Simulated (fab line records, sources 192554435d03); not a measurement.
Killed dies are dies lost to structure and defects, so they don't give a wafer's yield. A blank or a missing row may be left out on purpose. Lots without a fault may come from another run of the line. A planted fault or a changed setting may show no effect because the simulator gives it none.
Tool commonality check | flow n5_finfet | 8 lots, 24 wafers sampled

WHY IT WAS OPENED
At N5_BEOL_M2_CD_MEAS_28 the reading cd_nm is flagged on 2 of 8 lots. Wafers without a fault read 26.28 nm, standard deviation 0.25.
Rule: a lot is flagged when every wafer of it that has a number lies more than 4 standard deviations from that mean, or none has a number. The other lots count as sound.

lot  | measured     | on        | cd_nm (nm), wafer by wafer | flag
L143 | day 6 18:35  | cd_sem-01 | 26.23 26.01 26.53          |
L147 | day 7 22:40  | cd_sem-01 | 26.45 26.25 26.15          |
L148 | day 8 00:03  | cd_sem-03 | 26.21 25.97 26.40          |
L151 | day 8 16:37  | cd_sem-02 | 30.01 29.87 30.07          | FLAGGED
L152 | day 9 03:49  | cd_sem-03 | 29.26 29.70 29.12          | FLAGGED
L157 | day 10 15:34 | cd_sem-02 | 26.15 26.05 26.14          |
L158 | day 10 20:19 | cd_sem-01 | 26.49 26.05 26.31          |
L161 | day 11 02:47 | cd_sem-03 | 26.06 26.56 26.13          |
The numbers of the flagged lots are 29.67 nm on average: +3.39 nm against the usual, or +14 standard deviations.

WHICH TOOL RAN EACH LOT
The record holds 2 process steps before the reading, out of a route of 1938 steps. In each cell: the tool, then ch and the chambers that the sampled wafers went through, then the start.
lot  | flag    | N5_BEOL_M2_DESCUM_16              | N5_BEOL_M2_EXPOSE_25
L143 |         | rie_diel-03 ch 0,2,3, day 6 17:50 | euv_scanner-02 ch 0, day 6 18:27
L147 |         | rie_diel-03 ch 1,2,3, day 7 21:42 | euv_scanner-02 ch 0, day 7 22:32
L148 |         | rie_diel-03 ch 1,2, day 7 23:14   | euv_scanner-02 ch 0, day 7 23:54
L151 | FLAGGED | rie_diel-03 ch 0,1, day 8 15:43   | euv_scanner-02 ch 0, day 8 16:28
L152 | FLAGGED | rie_diel-04 ch 1,3, day 9 03:04   | euv_scanner-02 ch 0, day 9 03:41
L157 |         | rie_diel-04 ch 0,1, day 10 14:46  | euv_scanner-01 ch 0, day 10 15:26
L158 |         | rie_diel-02 ch 0,3, day 10 19:14  | euv_scanner-01 ch 0, day 10 20:10
L161 |         | rie_diel-04 ch 0,2, day 11 01:52  | euv_scanner-01 ch 0, day 11 02:38
What these steps do:
- N5_BEOL_M2_DESCUM_16: chemistry O2, time 7 s.
- N5_BEOL_M2_EXPOSE_25: exposes mask V1, defocus 5 nm.
- N5_BEOL_M2_CD_MEAS_28: target cd 26.2 nm, target cd y 24.1 nm.

FLAGGED OVER TOTAL, TOOL BY TOOL (the gauges that took the reading come last)
step                  | tool           | lots run | flagged | share of the flagged lots | sound lots run after its first flagged lot
N5_BEOL_M2_DESCUM_16  | rie_diel-02    | 1        | 0       | none                      | -
N5_BEOL_M2_DESCUM_16  | rie_diel-03    | 4        | 1       | some                      | 0
N5_BEOL_M2_DESCUM_16  | rie_diel-04    | 3        | 1       | some                      | 2 (L157,L161)
N5_BEOL_M2_EXPOSE_25  | euv_scanner-01 | 3        | 0       | none                      | -
N5_BEOL_M2_EXPOSE_25  | euv_scanner-02 | 5        | 2       | all                       | 0
N5_BEOL_M2_CD_MEAS_28 | cd_sem-01      | 3        | 0       | none                      | -
N5_BEOL_M2_CD_MEAS_28 | cd_sem-02      | 2        | 1       | some                      | 1 (L157)
N5_BEOL_M2_CD_MEAS_28 | cd_sem-03      | 3        | 1       | some                      | 1 (L161)

WHAT THE TABLE ALLOWS
1 row of the table ran every flagged lot: euv_scanner-02 at N5_BEOL_M2_EXPOSE_25.
- euv_scanner-02 at N5_BEOL_M2_EXPOSE_25: 2 of its 5 lots flagged. Its last sound lot is L148 (day 7 23:54), its first flagged lot L151 (day 8 16:28): a fault that began between those two fits. Its own readings lie more than 4 standard deviations out on every wafer of the flagged lots: exposure_dose_mJ_cm2.
One tool is left: euv_scanner-02 at N5_BEOL_M2_EXPOSE_25.

WHAT THE SIMULATOR HAD PUT IN
Process parameter drift: euv_scanner-02, from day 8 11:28 on, at N5_BEOL_M2_EXPOSE_25. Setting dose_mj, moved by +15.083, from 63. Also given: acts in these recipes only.
Lots struck among those shown: L151, L152. The rule above found the same.
